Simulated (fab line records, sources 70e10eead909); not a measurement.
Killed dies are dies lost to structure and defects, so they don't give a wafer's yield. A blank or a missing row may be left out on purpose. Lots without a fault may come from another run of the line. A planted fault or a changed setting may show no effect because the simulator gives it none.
Which tool did it? | flow nand_harc | 24 lots, 72 wafers sampled, at 1 step of a route of 1159

WHAT THE GAUGES READ, wafer by wafer
NHARC_A_CHANNEL_HOLE_D1_OVL_MEAS_11.
lot  | measured     | on         | overlay_x_nm (nm) | overlay_y_nm (nm)
L074 | day 8 03:45  | overlay-01 | 0.1 0.0 -0.5      | 0.3 -0.5 0.4
L075 | day 8 15:56  | overlay-02 | 0.8 0.6 0.6       | 0.7 1.6 1.2
L076 | day 8 20:16  | overlay-01 | -0.4 -0.7 -0.8    | 0.6 0.7 0.8
L077 | day 8 20:49  | overlay-02 | 0.0 -0.6 -0.5     | 1.8 1.1 1.0
L078 | day 8 21:27  | overlay-02 | 0.1 -0.3 -0.5     | -1.4 -0.8 -0.7
L079 | day 9 21:57  | overlay-02 | 1.2 1.0 0.6       | -1.6 -1.1 -1.4
L080 | day 9 22:06  | overlay-02 | -0.5 -0.3 -0.4    | -0.2 -0.2 -0.6
L082 | day 10 05:50 | overlay-01 | 2.6 2.0 2.2       | 0.0 0.0 0.0
L081 | day 10 06:23 | overlay-01 | 0.1 0.3 -0.5      | -1.0 -0.9 -0.6
L083 | day 10 06:34 | overlay-02 | 1.1 0.7 0.5       | -0.4 -0.8 -0.8
L084 | day 10 16:55 | overlay-01 | 0.6 -0.2 0.7      | -1.5 -1.5 -1.6
L087 | day 11 07:37 | overlay-01 | 0.2 0.0 0.3       | 0.7 0.6 1.3
L086 | day 11 07:49 | overlay-01 | 0.2 0.0 0.3       | -0.4 -1.0 -0.6
L085 | day 11 08:05 | overlay-02 | 1.0 0.8 0.9       | 0.1 0.1 0.0
L088 | day 11 23:11 | overlay-01 | 1.0 0.5 0.9       | -0.6 -0.5 0.0
L089 | day 11 23:29 | overlay-02 | -0.5 -0.5 -0.7    | -0.8 -1.1 -0.2
L090 | day 12 06:28 | overlay-02 | -0.5 0.0 0.3      | 0.5 -0.1 0.8
L091 | day 12 15:28 | overlay-01 | 0.3 0.2 -0.1      | 0.2 0.1 -0.2
L092 | day 12 15:38 | overlay-02 | -1.1 -1.1 -0.8    | 0.0 0.4 -0.1
L093 | day 12 18:58 | overlay-02 | 0.2 0.2 0.0       | -1.7 -0.8 -1.5
L094 | day 12 19:08 | overlay-01 | -0.3 0.0 0.1      | -0.2 -0.6 -0.5
L095 | day 13 06:04 | overlay-02 | -0.6 -1.0 -0.4    | 0.2 -0.8 -0.7
L096 | day 13 06:41 | overlay-01 | -0.3 -0.7 -0.3    | -0.3 -1.1 -0.6
L097 | day 14 02:41 | overlay-02 | 0.7 -0.1 -0.1     | -0.4 -0.1 -0.7

WHICH TOOL RAN EACH LOT (tool, then ch and the chambers of the sampled wafers, then the start)
The record holds no process step before these readings.

WHAT THE TOOLS THEMSELVES READ (means of the sampled wafers that have a number; where no wafer has one, the mark that the record gives instead)
The record holds no such reading with a usual standard deviation.

THE ANSWER, worked out from the rows above alone
Rule: what is usual is taken from the lots themselves. Put in order of their means at a reading, lots are off if they are a third of the lots or fewer, leave a main group of 4 or more, and stand apart from it by a gap of 3 or more times the standard deviation of the main group's means; of several such gaps the widest counts. A main group whose means are all the same, to the digits that the tables above print for the reading, isn't used. A lot without any number at a reading at which 4 lots or more have one is off too. The other lots that the step has rows for count as sound. The gauges are gone through in route order, then the tools' own readings, and for those a lot's mean is taken as printed above. The first step at which some lot is off is used, and at that step the reading that is off furthest; a lot without a number counts as furthest.
No lot is off at any reading shown: from this, nothing can be told.

WHAT THE SIMULATOR HAD PUT IN
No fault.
